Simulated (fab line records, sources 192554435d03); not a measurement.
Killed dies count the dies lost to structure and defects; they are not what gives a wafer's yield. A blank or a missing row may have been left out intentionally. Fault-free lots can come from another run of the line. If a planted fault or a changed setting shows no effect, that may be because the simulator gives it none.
fab line records    flow n5-finfet
[record] lots = 24  wafers = 72  last-day = 17
route steps=1938 shown BEOL_M7@1297 BEOL_M8@1336
lots with no fault: from the same line, run without faults
start-h: the number of hours between the record's first day and the start of the first shown wafer of the lot    wait-h: how many hours have passed since the lot's step before this one    " repeats the value in the row above    L1.1+2: one row covering several wafers at once    - no value, or no start given    * or withheld: withheld    < > ~ a bound
route shown NAME@n: a module of which the file shows steps, and the number in the route of the first    usual: average and standard deviation across the fault-free wafers    same: alike in all rows    chamber/n: place in a boat    sites: readings site by site    _std_site: standard deviation of those values    _edge_site: inner sites' mean taken away from outer sites' mean    radius-mm: how far each site lies from the wafer's centre    mask NAME#n: copy n    behind: the most recent tool/chamber to have shaped the wafer    hold: what put the lot on hold/how long, in hours/how the hold closed    device: the transistor (n, p or np) that didn't switch    end of line: the same wafers' tests at the end of the route    step lacking rows: just its recipe    killed: dies lost to structure and defects at the first sort, not the wafer's yield    map: dies across one wafer; x = killed, . = not, _ = none there
set.NAME: the setting that was run; set.NAME@STEP: the one run at that earlier step    model.NAME: the simulator's own value behind a step, which no gauge read
the route's steps for a sample of lots (tables are steps, rows are wafers)
services: a tool's chamber out of use, with start hour (start-h, from the record's first day; less than 0 if before it), hours out, and reason
[[steps]]
[step N5_BEOL_M7_OVL_MEAS_29]
[recipe] points-per-wafer = 522
[usual] V6_OVL = 0.4/0.84
lot.wafer  tool        chamber  start-h  wait-h  V6_OVL[nm]
L074.1     overlay-02  0        184.99   0.0     -0.8
L074.3     "           0        "        "       -0.6
L074.6     "           0        "        "       -0.7
L076.1     overlay-02  0        190.59   0.0     0.9
L076.4     "           0        "        "       -0.5
L076.6     "           0        "        "       -1.0
L075.1     overlay-02  0        194.12   0.0     0.7
L075.3     "           0        "        "       0.9
L075.6     "           0        "        "       0.5
L077.2     overlay-01  0        217.48   0.0     1.3
L077.3     "           0        "        "       -1.3
L077.5     "           0        "        "       -0.3
L079.2     overlay-01  0        222.70   0.0     0.7
L079.4     "           0        "        "       0.9
L079.6     "           0        "        "       0.8
L078.1     overlay-02  0        224.58   0.0     0.1
L078.2     "           0        "        "       0.1
L078.5     "           0        "        "       -0.6
L081.3     overlay-02  0        226.59   0.0     -1.1
L081.5     "           0        "        "       -0.1
L081.6     "           0        "        "       1.0
L080.1     overlay-02  0        228.71   0.0     1.0
L080.4     "           0        "        "       -0.2
L080.5     "           0        "        "       0.8
L082.1     overlay-02  0        231.13   0.0     0.5
L082.2     "           0        "        "       -0.7
L082.5     "           0        "        "       1.2
L083.2     overlay-01  0        242.34   0.0     1.1
L083.3     "           0        "        "       -0.9
L083.4     "           0        "        "       0.5
L084.1     overlay-01  0        243.22   0.0     0.9
L084.2     "           0        "        "       1.3
L084.3     "           0        "        "       0.5
L085.1     overlay-01  0        256.86   0.0     1.1
L085.2     "           0        "        "       1.3
L085.3     "           0        "        "       1.4
L086.1     overlay-02  0        265.81   0.0     -0.4
L086.2     "           0        "        "       -0.2
L086.4     "           0        "        "       -0.2
L088.2     overlay-02  0        269.46   0.0     1.4
L088.3     "           0        "        "       -0.1
L088.5     "           0        "        "       -0.3
L087.1     overlay-01  0        272.16   0.0     -0.2
L087.5     "           0        "        "       -0.1
L087.6     "           0        "        "       0.2
L089.2     overlay-02  0        285.76   0.0     -0.8
L089.5     "           0        "        "       -0.8
L089.6     "           0        "        "       -0.7
L091.1     overlay-02  0        293.03   0.0     0.7
L091.2     "           0        "        "       0.2
L091.6     "           0        "        "       -0.2
L092.1     overlay-01  0        293.20   0.0     -1.2
L092.2     "           0        "        "       0.8
L092.4     "           0        "        "       1.7
L090.1     overlay-01  0        293.37   0.0     1.1
L090.3     "           0        "        "       -0.3
L090.4     "           0        "        "       0.0
L093.2     overlay-01  0        300.74   0.0     -0.8
L093.5     "           0        "        "       0.0
L093.6     "           0        "        "       -1.4
L094.3     overlay-02  0        307.65   0.0     0.1
L094.4     "           0        "        "       0.8
L094.5     "           0        "        "       0.6
L095.1     overlay-02  0        312.77   0.0     1.7
L095.2     "           0        "        "       0.6
L095.6     "           0        "        "       0.4
L097.1     overlay-02  0        333.59   0.0     1.6
L097.2     "           0        "        "       1.2
L097.5     "           0        "        "       1.7
L096.1     overlay-02  0        333.80   0.0     -0.3
L096.2     "           0        "        "       -0.3
L096.5     "           0        "        "       0.1
[step N5_BEOL_M7_VIA_ETCH_34]
[recipe] chemistry = C4F6/O2  target = SiCOH_lowk  target-depth-a = 1255  mask-material = SOC  taper-deg = 4  time-s = 50.5  ion-energy-ev = 250  pressure-mtorr = 30  source-w = 345  bias-w = 185  Ar_flow_sccm = 300  C4F6_flow_sccm = 10  O2_flow_sccm = 10
[usual] O2_flow_sccm = 9.995/0.029  drypump-motor-current-A = 5.4/0.44  oes_ar_750_au = 0.81/0.097  oes_f_703_au = 0.82/0.1  oes-product-au = 0.81/0.1  rf-vpp-V = 661/9.9  showerhead-plenum-p-Torr = 2.86/0.1  throttle-valve-pct = 20.82/0.25
lot.wafer  tool         chamber  start-h  wait-h  O2_flow_sccm  drypump-motor-current-A  oes_ar_750_au  oes_f_703_au  oes-product-au  rf-hours-counter-h  rf-vpp-V  showerhead-plenum-p-Torr  throttle-valve-pct
L074.1     rie-diel-01  3        185.27   0.0     10.011        5.7                      0.71           0.71          0.71            195                 644       2.94                      20.83
L074.3     "            1        "        "       10.045        6.0                      1.00           1.01          1.00            4                   675       2.80                      20.37
L074.6     "            1        "        "       10.023        6.0                      1.00           1.01          1.01            -                   675       2.80                      20.37
L076.1     rie-diel-02  2        190.86   0.0     10.030        5.1                      0.70           0.68          0.70            209                 680       2.84                      20.83
L076.4     "            3        "        "       10.008        4.9                      0.87           0.87          0.86            -                   656       2.78                      20.92
L076.6     "            1        "        "       9.944         5.6                      0.74           0.74          0.74            -                   658       2.96                      21.11
L075.1     rie-diel-02  2        194.39   0.0     10.021        5.1                      0.70           0.67          0.71            211                 679       2.83                      20.83
L075.3     "            1        "        "       9.986         5.6                      0.74           0.75          0.74            164                 660       2.96                      21.10
L075.6     "            1        "        "       9.994         5.6                      0.75           0.75          0.74            -                   657       2.96                      21.10
L077.2     rie-diel-04  0        217.74   0.0     9.962         5.4                      0.91           0.91          0.92            28                  666       2.79                      20.66
L077.3     "            1        "        "       9.983         5.1                      0.98           0.96          0.97            6                   663       2.91                      20.48
L077.5     "            0        "        "       9.972         5.4                      0.91           0.92          0.90            -                   666       2.79                      20.67
L079.2     rie-diel-01  3        223.04   0.0     10.033        5.7                      0.70           0.71          0.70            206                 644       2.93                      20.85
L079.4     "            0        "        "       10.015        5.4                      0.83           0.86          0.82            90                  667       2.98                      20.83
L079.6     "            3        "        "       10.036        5.7                      0.70           0.71          0.70            -                   645       2.93                      20.85
L078.1     rie-diel-04  2        225.10   0.0     10.010        4.7                      0.87           0.88          0.87            38                  665       3.03                      20.82
L078.2     "            3        "        "       9.974         5.9                      0.69           0.70          0.69            229                 660       2.67                      21.14
L078.5     "            3        "        "       9.959         5.9                      0.70           0.70          0.69            -                   662       2.67                      21.13
L081.3     rie-diel-04  1        226.85   0.0     9.965         5.1                      0.96           0.95          0.97            9                   663       2.90                      20.48
L081.5     "            3        "        "       9.954         5.9                      0.70           0.71          0.69            -                   662       2.67                      21.14
L081.6     "            2        "        "       10.015        4.7                      0.87           0.88          0.88            -                   664       3.03                      20.81
L080.1     rie-diel-04  2        229.17   0.0     9.984         4.8                      0.87           0.88          0.89            39                  663       3.03                      20.81
L080.4     "            1        "        "       10.010        5.1                      0.96           0.96          0.96            10                  664       2.90                      20.50
L080.5     "            3        "        "       10.005        5.9                      0.70           0.70          0.68            -                   661       2.67                      21.14
L082.1     rie-diel-01  2        231.40   0.0     10.032        5.4                      0.72           0.72          0.70            193                 653       2.83                      21.10
L082.2     "            1        "        "       9.950         6.0                      0.95           0.98          0.96            16                  675       2.80                      20.40
L082.5     "            0        "        "       9.996         5.3                      0.83           0.85          0.82            -                   668       2.98                      20.84
L083.2     rie-diel-01  0        242.84   0.0     10.031        5.3                      0.82           0.85          0.81            98                  666       2.98                      20.85
L083.3     "            3        "        "       9.971         5.7                      0.70           0.70          0.68            213                 645       2.93                      20.86
L083.4     "            1        "        "       9.940         6.0                      0.95           0.96          0.96            19                  674       2.80                      20.40
L084.1     rie-diel-04  0        243.49   0.0     9.982         5.4                      0.90           0.90          0.89            36                  666       2.78                      20.68
L084.2     "            2        "        "       10.033        4.8                      0.87           0.87          0.87            44                  664       3.03                      20.83
L084.3     "            1        "        "       9.985         5.1                      0.94           0.94          0.95            14                  663       2.90                      20.48
L085.1     rie-diel-01  3        257.45   0.0     10.005        5.7                      0.69           0.70          0.70            218                 644       2.93                      20.87
L085.2     "            2        "        "       9.981         5.4                      0.72           0.72          0.70            202                 653       2.83                      21.10
L085.3     "            0        "        "       9.947         5.3                      0.82           0.84          0.83            102                 667       2.98                      20.86
L086.1     rie-diel-01  3        266.13   0.0     9.971         5.7                      0.69           0.70          0.68            220                 646       2.92                      20.88
L086.2     "            0        "        "       9.978         5.4                      0.81           0.84          0.80            104                 668       2.98                      20.87
L086.4     "            2        "        "       10.007        5.4                      0.71           0.71          0.69            204                 651       2.83                      21.10
L088.2     rie-diel-04  3        270.37   0.0     10.011        5.9                      0.69           0.69          0.67            242                 662       2.67                      21.16
L088.3     "            2        "        "       9.998         4.7                      0.86           0.86          0.85            51                  664       3.02                      20.84
L088.5     "            0        "        "       10.022        5.4                      0.89           0.90          0.88            -                   666       2.78                      20.70
L087.1     rie-diel-01  2        272.43   0.0     10.012        5.5                      0.70           0.71          0.70            206                 652       2.83                      21.12
L087.5     "            2        "        "       9.985         5.4                      0.71           0.71          0.69            -                   652       2.83                      21.12
L087.6     "            1        "        "       10.030        6.0                      0.93           0.95          0.94            -                   675       2.79                      20.40
L089.2     rie-diel-02  2        286.03   0.0     9.998         5.1                      0.68           0.65          0.68            241                 682       2.82                      20.87
L089.5     "            2        "        "       9.993         5.1                      0.67           0.65          0.69            -                   681       2.82                      20.88
L089.6     "            1        "        "       9.976         5.6                      0.72           0.73          0.71            -                   657       2.95                      21.15
L091.1     rie-diel-04  0        293.31   0.0     10.036        5.4                      0.88           0.88          0.87            49                  667       2.78                      20.71
L091.2     "            1        "        "       10.010        5.1                      0.91           0.90          0.92            28                  666       2.90                      20.49
L091.6     "            3        "        "       9.978         6.0                      0.68           0.69          0.67            -                   661       2.67                      21.17
L092.1     rie-diel-02  2        293.50   0.0     9.961         5.1                      0.67           0.66          0.68            244                 680       2.82                      20.87
L092.2     "            1        "        "       9.960         5.6                      0.72           0.72          0.72            193                 656       2.95                      21.13
L092.4     "            0        "        "       9.981         6.5                      0.91           0.92          0.89            25                  639       2.90                      20.35
L090.1     rie-diel-04  3        293.88   0.0     10.004        6.0                      0.68           0.69          0.67            249                 660       2.67                      21.16
L090.3     "            0        "        "       10.006        5.4                      0.88           0.88          0.88            49                  665       2.78                      20.72
L090.4     "            2        "        "       9.969         4.8                      0.84           0.85          0.85            58                  664       3.02                      20.84
L093.2     rie-diel-01  1        301.04   0.0     10.013        6.0                      0.91           0.94          0.93            36                  673       2.79                      20.43
L093.5     "            2        "        "       9.936         5.5                      0.70           0.71          0.69            -                   651       2.83                      21.13
L093.6     "            1        "        "       9.913         6.0                      0.92           0.93          0.92            -                   675       2.79                      20.43
L094.3     rie-diel-04  0        307.91   0.0     10.021        5.4                      0.87           0.87          0.87            53                  665       2.77                      20.71
L094.4     "            2        "        "       10.051        4.8                      0.84           0.85          0.83            -                   665       3.02                      20.86
L094.5     "            0        "        "       10.005        5.4                      0.86           0.87          0.87            -                   667       2.77                      20.72
L095.1     rie-diel-02  3        313.24   0.0     9.946         5.0                      0.82           0.81          0.82            85                  655       2.77                      21.00
L095.2     "            0        "        "       9.990         6.5                      0.90           0.90          0.87            31                  639       2.90                      20.36
L095.6     "            1        "        "       9.997         5.6                      0.71           0.72          0.71            -                   658       2.95                      21.14
L097.1     rie-diel-04  3        333.87   0.0     10.008        5.9                      0.93           0.94          0.96            6                   672       3.00                      20.85
L097.2     "            2        "        "       9.989         4.7                      0.83           0.83          0.84            72                  664       3.02                      20.86
L097.5     "            3        "        "       10.009        5.9                      0.94           0.94          0.97            -                   673       3.00                      20.86
L096.1     rie-diel-02  0        334.23   0.0     10.019        6.5                      0.88           0.89          0.86            39                  639       2.90                      20.38
L096.2     "            3        "        "       10.015        5.0                      0.81           0.81          0.81            93                  655       2.76                      21.01
L096.5     "            0        "        "       10.037        6.5                      0.88           0.89          0.87            -                   638       2.90                      20.38
[step N5_BEOL_M7_SURFACE_TREAT_79]
[recipe] gas = Ar  time-s = *  ion-energy-ev = *  ion-current-ma-cm2 = 0.5  pressure-mtorr = *  ar-flow-sccm = 30
[usual] throttle-valve-pct = *
lot.wafer  tool            chamber  start-h  wait-h  throttle-valve-pct
L074.1     pvd-sputter-03  -        186.52   0.3     *
L074.3     "               -        "        "       *
L074.6     "               -        "        "       *
L076.1     pvd-sputter-02  -        192.50   0.3     *
L076.4     "               -        "        "       *
L076.6     "               -        "        "       *
L075.1     pvd-sputter-01  -        195.78   0.2     *
L075.3     "               -        "        "       *
L075.6     "               -        "        "       *
L077.2     pvd-sputter-03  -        220.48   1.2     *
L077.3     "               -        "        "       *
L077.5     "               -        "        "       *
L079.2     pvd-sputter-01  -        224.45   0.2     *
L079.4     "               -        "        "       *
L079.6     "               -        "        "       *
L078.1     pvd-sputter-03  -        227.34   0.2     *
L078.2     "               -        "        "       *
L078.5     "               -        "        "       *
L081.3     pvd-sputter-02  -        228.23   0.2     *
L081.5     "               -        "        "       *
L081.6     "               -        "        "       *
L080.1     pvd-sputter-02  -        231.61   0.3     *
L080.4     "               -        "        "       *
L080.5     "               -        "        "       *
L082.1     pvd-sputter-01  -        232.72   0.3     *
L082.2     "               -        "        "       *
L082.5     "               -        "        "       *
L083.2     pvd-sputter-02  -        245.69   1.2     *
L083.3     "               -        "        "       *
L083.4     "               -        "        "       *
L084.1     pvd-sputter-01  -        246.73   0.2     *
L084.2     "               -        "        "       *
L084.3     "               -        "        "       *
L085.1     pvd-sputter-03  -        259.53   0.4     *
L085.2     "               -        "        "       *
L085.3     "               -        "        "       *
L086.1     pvd-sputter-01  -        267.95   0.3     *
L086.2     "               -        "        "       *
L086.4     "               -        "        "       *
L088.2     pvd-sputter-03  -        273.01   0.2     *
L088.3     "               -        "        "       *
L088.5     "               -        "        "       *
L087.1     pvd-sputter-03  -        274.06   0.3     *
L087.5     "               -        "        "       *
L087.6     "               -        "        "       *
L089.2     pvd-sputter-03  -        287.97   0.6     *
L089.5     "               -        "        "       *
L089.6     "               -        "        "       *
L091.1     pvd-sputter-03  -        294.96   0.2     *
L091.2     "               -        "        "       *
L091.6     "               -        "        "       *
L092.1     pvd-sputter-03  -        295.12   0.2     *
L092.2     "               -        "        "       *
L092.4     "               -        "        "       *
L090.1     pvd-sputter-02  -        295.76   0.5     *
L090.3     "               -        "        "       *
L090.4     "               -        "        "       *
L093.2     pvd-sputter-03  -        302.29   0.2     *
L093.5     "               -        "        "       *
L093.6     "               -        "        "       *
L094.3     pvd-sputter-03  -        310.09   0.2     *
L094.4     "               -        "        "       *
L094.5     "               -        "        "       *
L095.1     pvd-sputter-03  -        314.99   0.7     *
L095.2     "               -        "        "       *
L095.6     "               -        "        "       *
L097.1     pvd-sputter-03  -        335.06   0.2     *
L097.2     "               -        "        "       *
L097.5     "               -        "        "       *
L096.1     pvd-sputter-02  -        336.14   0.5     *
L096.2     "               -        "        "       *
L096.5     "               -        "        "       *
[step N5_BEOL_M7_SPUTTER_48]
[recipe] material = Cu  target-thk-a = 100  temp-c = -20  bias-v = 60  power-w = 26000  chamber-pressure-pa = 0.13  time-s = 1.667
[usual] chuck-gas-flow-sccm = 1.27/0.058  chuck-sensor-temp-C = -15.9/0.5  throttle-valve-pct = 30.2/1.1
lot.wafer  tool            chamber  start-h  wait-h  chuck-gas-flow-sccm  chuck-sensor-temp-C  throttle-valve-pct
L074.1     pvd-sputter-02  -        186.72   0.1     1.21                 -16.5                30.5
L074.3     "               -        "        "       1.28                 -15.3                29.0
L074.6     "               -        "        "       1.23                 -16.5                30.0
L076.1     pvd-sputter-01  -        192.84   0.1     1.30                 -16.3                31.1
L076.4     "               -        "        "       1.24                 -14.8                31.7
L076.6     "               -        "        "       1.25                 -16.7                29.6
L075.1     pvd-sputter-03  -        196.02   0.1     1.27                 -15.7                31.7
L075.3     "               -        "        "       1.37                 -16.5                30.2
L075.6     "               -        "        "       1.25                 -15.9                28.4
L077.2     pvd-sputter-01  -        220.69   0.1     1.29                 -16.6                29.6
L077.3     "               -        "        "       1.30                 -15.8                31.0
L077.5     "               -        "        "       1.19                 -16.5                29.5
L079.2     pvd-sputter-02  -        224.85   0.1     1.34                 -15.4                29.0
L079.4     "               -        "        "       1.22                 -15.5                31.7
L079.6     "               -        "        "       1.19                 -16.3                30.1
L078.1     pvd-sputter-03  -        227.68   0.1     1.18                 -15.7                28.4
L078.2     "               -        "        "       1.37                 -16.2                30.5
L078.5     "               -        "        "       1.40                 -16.6                30.1
L081.3     pvd-sputter-01  -        228.92   0.4     1.34                 -16.8                29.6
L081.5     "               -        "        "       1.22                 -16.2                31.3
L081.6     "               -        "        "       1.19                 -15.6                30.8
L080.1     pvd-sputter-02  -        231.81   0.1     1.30                 -15.2                29.1
L080.4     "               -        "        "       1.20                 -16.6                30.2
L080.5     "               -        "        "       1.33                 -15.7                31.5
L082.1     pvd-sputter-02  -        232.90   0.1     1.26                 -15.7                31.6
L082.2     "               -        "        "       1.30                 -15.4                29.1
L082.5     "               -        "        "       1.24                 -15.4                28.9
L083.2     pvd-sputter-01  -        246.11   0.1     1.21                 -16.6                29.3
L083.3     "               -        "        "       1.24                 -14.9                31.5
L083.4     "               -        "        "       1.16                 -15.7                31.1
L084.1     pvd-sputter-03  -        246.96   0.1     1.21                 -15.9                28.6
L084.2     "               -        "        "       1.41                 -16.3                30.1
L084.3     "               -        "        "       1.36                 -15.6                31.9
L085.1     pvd-sputter-01  -        259.99   0.2     1.27                 -16.0                30.9
L085.2     "               -        "        "       1.30                 -16.2                31.0
L085.3     "               -        "        "       1.23                 -14.9                31.3
L086.1     pvd-sputter-02  -        269.25   1.0     1.31                 -15.7                31.7
L086.2     "               -        "        "       1.27                 -16.2                30.0
L086.4     "               -        "        "       1.29                 -16.4                30.5
L088.2     pvd-sputter-03  -        273.21   0.1     1.23                 -15.6                31.9
L088.3     "               -        "        "       1.34                 -16.2                30.2
L088.5     "               -        "        "       1.35                 -15.7                28.7
L087.1     pvd-sputter-03  -        274.34   0.2     1.22                 -16.1                28.4
L087.5     "               -        "        "       1.21                 -15.9                28.4
L087.6     "               -        "        "       1.38                 -16.1                30.2
L089.2     pvd-sputter-01  -        289.26   0.9     1.33                 -16.3                29.3
L089.5     "               -        "        "       1.22                 -14.8                31.7
L089.6     "               -        "        "       1.30                 -16.6                29.6
L091.1     pvd-sputter-02  -        295.14   0.1     1.29                 -15.7                31.5
L091.2     "               -        "        "       1.23                 -15.3                29.1
L091.6     "               -        "        "       1.28                 -16.4                29.9
L092.1     pvd-sputter-02  -        295.36   0.1     1.28                 -16.5                30.0
L092.2     "               -        "        "       1.27                 -15.3                29.1
L092.4     "               -        "        "       1.26                 -15.6                31.5
L090.1     pvd-sputter-02  -        295.96   0.1     1.21                 -16.5                30.1
L090.3     "               -        "        "       1.23                 -16.7                30.4
L090.4     "               -        "        "       1.25                 -15.3                29.0
L093.2     pvd-sputter-03  -        302.51   0.1     1.28                 -16.3                30.5
L093.5     "               -        "        "       1.27                 -16.0                28.6
L093.6     "               -        "        "       1.21                 -16.5                30.3
L094.3     pvd-sputter-03  -        310.27   0.1     1.37                 -16.4                30.4
L094.4     "               -        "        "       1.21                 -15.9                29.4
L094.5     "               -        "        "       1.26                 -15.9                29.1
L095.1     pvd-sputter-03  -        315.21   0.1     1.30                 -15.9                28.7
L095.2     "               -        "        "       1.32                 -16.6                30.1
L095.6     "               -        "        "       1.37                 -16.4                30.2
L097.1     pvd-sputter-02  -        336.02   0.6     1.36                 -15.8                31.6
L097.2     "               -        "        "       1.13                 -15.2                29.0
L097.5     "               -        "        "       1.21                 -15.9                31.5
L096.1     pvd-sputter-02  -        336.62   0.1     1.23                 -16.5                29.8
L096.2     "               -        "        "       1.35                 -15.4                29.0
L096.5     "               -        "        "       1.35                 -15.4                29.0
[step N5_BEOL_M7_INSPECT_58]
[recipe] inspect-instrument = darkfield  mode = post-dep
[usual] raw-defect-count = 69/26
lot.wafer  tool               chamber  start-h  wait-h  raw-defect-count
L074.1     defect-inspect-01  -        187.68   0.0     20
L074.3     "                  -        "        "       79
L074.6     "                  -        "        "       66
L076.1     defect-inspect-01  -        193.89   0.0     101
L076.4     "                  -        "        "       120
L076.6     "                  -        "        "       131
L075.1     defect-inspect-01  -        197.21   0.0     64
L075.3     "                  -        "        "       66
L075.6     "                  -        "        "       126
L077.2     defect-inspect-01  -        221.68   0.0     155
L077.3     "                  -        "        "       94
L077.5     "                  -        "        "       98
L079.2     defect-inspect-02  -        226.36   0.0     62
L079.4     "                  -        "        "       42
L079.6     "                  -        "        "       45
L081.3     defect-inspect-02  -        230.17   0.0     58
L081.5     "                  -        "        "       32
L081.6     "                  -        "        "       66
L078.1     defect-inspect-02  -        231.77   0.0     53
L078.2     "                  -        "        "       66
L078.5     "                  -        "        "       42
L080.1     defect-inspect-02  -        232.76   0.0     55
L080.4     "                  -        "        "       68
L080.5     "                  -        "        "       51
L082.1     defect-inspect-02  -        234.02   0.0     80
L082.2     "                  -        "        "       68
L082.5     "                  -        "        "       63
L083.2     defect-inspect-02  -        247.10   0.0     65
L083.3     "                  -        "        "       63
L083.4     "                  -        "        "       57
L084.1     defect-inspect-02  -        247.95   0.0     69
L084.2     "                  -        "        "       65
L084.3     "                  -        "        "       50
L085.1     defect-inspect-01  -        261.48   0.0     75
L085.2     "                  -        "        "       59
L085.3     "                  -        "        "       47
L086.1     defect-inspect-01  -        270.21   0.0     51
L086.2     "                  -        "        "       48
L086.4     "                  -        "        "       48
L088.2     defect-inspect-01  -        274.17   0.0     80
L088.3     "                  -        "        "       64
L088.5     "                  -        "        "       40
L087.1     defect-inspect-01  -        275.30   0.0     88
L087.5     "                  -        "        "       81
L087.6     "                  -        "        "       127
L089.2     defect-inspect-02  -        290.47   0.0     72
L089.5     "                  -        "        "       56
L089.6     "                  -        "        "       80
L091.1     defect-inspect-02  -        296.18   0.0     68
L091.2     "                  -        "        "       51
L091.6     "                  -        "        "       69
L092.1     defect-inspect-01  -        296.38   0.0     72
L092.2     "                  -        "        "       67
L092.4     "                  -        "        "       57
L090.1     defect-inspect-01  -        297.05   0.0     80
L090.3     "                  -        "        "       45
L090.4     "                  -        "        "       56
L093.2     defect-inspect-02  -        303.77   0.0     70
L093.5     "                  -        "        "       67
L093.6     "                  -        "        "       76
L094.3     defect-inspect-01  -        311.23   0.0     75
L094.4     "                  -        "        "       63
L094.5     "                  -        "        "       58
L095.1     defect-inspect-02  -        316.18   0.0     67
L095.2     "                  -        "        "       96
L095.6     "                  -        "        "       86
L097.1     defect-inspect-01  -        337.08   0.0     104
L097.2     "                  -        "        "       117
L097.5     "                  -        "        "       100
L096.1     defect-inspect-01  -        337.62   0.0     57
L096.2     "                  -        "        "       44
L096.5     "                  -        "        "       35
[step N5_BEOL_M8_HM_DEP_02]
[recipe] material = TiN  target-thk-a = 200  temp-c = 25  chamber-pressure-pa = 0.49996
[usual] throttle-valve-pct = 30.3/1.1
lot.wafer  tool            chamber  start-h  wait-h  throttle-valve-pct
L074.1     pvd-sputter-03  -        188.88   0.0     30.2
L074.3     "               -        "        "       31.7
L074.6     "               -        "        "       31.6
L076.1     pvd-sputter-01  -        195.18   0.6     29.6
L076.4     "               -        "        "       31.5
L076.6     "               -        "        "       31.3
L075.1     pvd-sputter-03  -        198.32   0.4     28.6
L075.3     "               -        "        "       29.0
L075.6     "               -        "        "       30.4
L077.2     pvd-sputter-02  -        222.39   0.0     31.4
L077.3     "               -        "        "       30.2
L077.5     "               -        "        "       30.4
L079.2     pvd-sputter-03  -        227.38   0.4     28.9
L079.4     "               -        "        "       30.2
L079.6     "               -        "        "       31.7
L081.3     pvd-sputter-01  -        231.90   1.1     29.4
L081.5     "               -        "        "       29.3
L081.6     "               -        "        "       31.1
L078.1     pvd-sputter-03  -        232.83   0.4     28.6
L078.2     "               -        "        "       30.1
L078.5     "               -        "        "       30.5
L080.1     pvd-sputter-02  -        235.12   1.7     30.2
L080.4     "               -        "        "       31.1
L080.5     "               -        "        "       30.3
L082.1     pvd-sputter-03  -        235.31   0.6     29.1
L082.2     "               -        "        "       31.8
L082.5     "               -        "        "       28.4
L083.2     pvd-sputter-01  -        249.68   1.4     31.0
L083.3     "               -        "        "       30.9
L083.4     "               -        "        "       31.5
L084.1     pvd-sputter-01  -        250.26   1.6     29.6
L084.2     "               -        "        "       31.3
L084.3     "               -        "        "       31.0
L085.1     pvd-sputter-02  -        263.50   0.9     28.8
L085.2     "               -        "        "       30.4
L085.3     "               -        "        "       30.0
L086.1     pvd-sputter-03  -        272.66   1.8     29.2
L086.2     "               -        "        "       28.3
L086.4     "               -        "        "       29.9
L088.2     pvd-sputter-01  -        277.64   2.3     29.7
L088.3     "               -        "        "       30.9
L088.5     "               -        "        "       31.0
L087.1     pvd-sputter-01  -        277.94   1.5     31.0
L087.5     "               -        "        "       31.6
L087.6     "               -        "        "       31.2
L089.2     pvd-sputter-02  -        293.40   2.1     30.2
L089.5     "               -        "        "       31.5
L089.6     "               -        "        "       29.9
L092.1     pvd-sputter-03  -        297.45   0.4     29.2
L092.2     "               -        "        "       30.3
L092.4     "               -        "        "       28.4
L091.1     pvd-sputter-03  -        297.55   0.2     31.9
L091.2     "               -        "        "       28.6
L091.6     "               -        "        "       28.1
L090.1     pvd-sputter-03  -        297.82   0.1     30.3
L090.3     "               -        "        "       32.1
L090.4     "               -        "        "       29.3
L093.2     pvd-sputter-02  -        306.35   1.7     30.3
L093.5     "               -        "        "       30.3
L093.6     "               -        "        "       30.0
L094.3     pvd-sputter-01  -        313.13   0.8     30.9
L094.4     "               -        "        "       29.6
L094.5     "               -        "        "       31.8
L095.1     pvd-sputter-03  -        317.05   0.2     28.3
L095.2     "               -        "        "       30.3
L095.6     "               -        "        "       31.6
L097.1     pvd-sputter-02  -        337.83   0.1     31.3
L097.2     "               -        "        "       30.2
L097.5     "               -        "        "       29.6
L096.1     pvd-sputter-02  -        338.41   0.1     30.2
L096.2     "               -        "        "       29.0
L096.5     "               -        "        "       29.8
[[services]]
tool            chamber  start-h  hours  kind
rie-diel-04     1        178.16   -      clean
rie-diel-04     1        178.16   -      consumable-replace:focus-ring
rie-diel-04     1        178.16   17.2   scheduled-down
rie-diel-04     1        178.16   17.2   vent-cycle
rie-diel-02     0        185.57   -      clean
rie-diel-02     0        185.57   -      consumable-replace:focus-ring
rie-diel-02     0        185.57   15.5   scheduled-down
rie-diel-02     0        185.57   15.5   vent-cycle
rie-diel-01     1        187.31   5.4    repair
rie-diel-02     0        227.10   2.8    repair
rie-diel-02     1        264.14   12.0   repair
pvd-sputter-01  -        290.79   0.8    repair
pvd-sputter-01  -        294.87   7.9    repair
rie-diel-04     3        301.14   -      clean
rie-diel-04     3        301.14   -      consumable-replace:focus-ring
rie-diel-04     3        301.14   -      consumable-replace:showerhead
rie-diel-04     3        301.14   14.8   scheduled-down
rie-diel-04     3        301.14   14.8   vent-cycle
rie-diel-02     2        311.35   -      clean
rie-diel-02     2        311.35   -      consumable-replace:focus-ring
rie-diel-02     2        311.35   23.3   scheduled-down
rie-diel-02     2        311.35   23.3   vent-cycle
pvd-sputter-02  -        330.33   4.9    repair
[[key]]
fault none
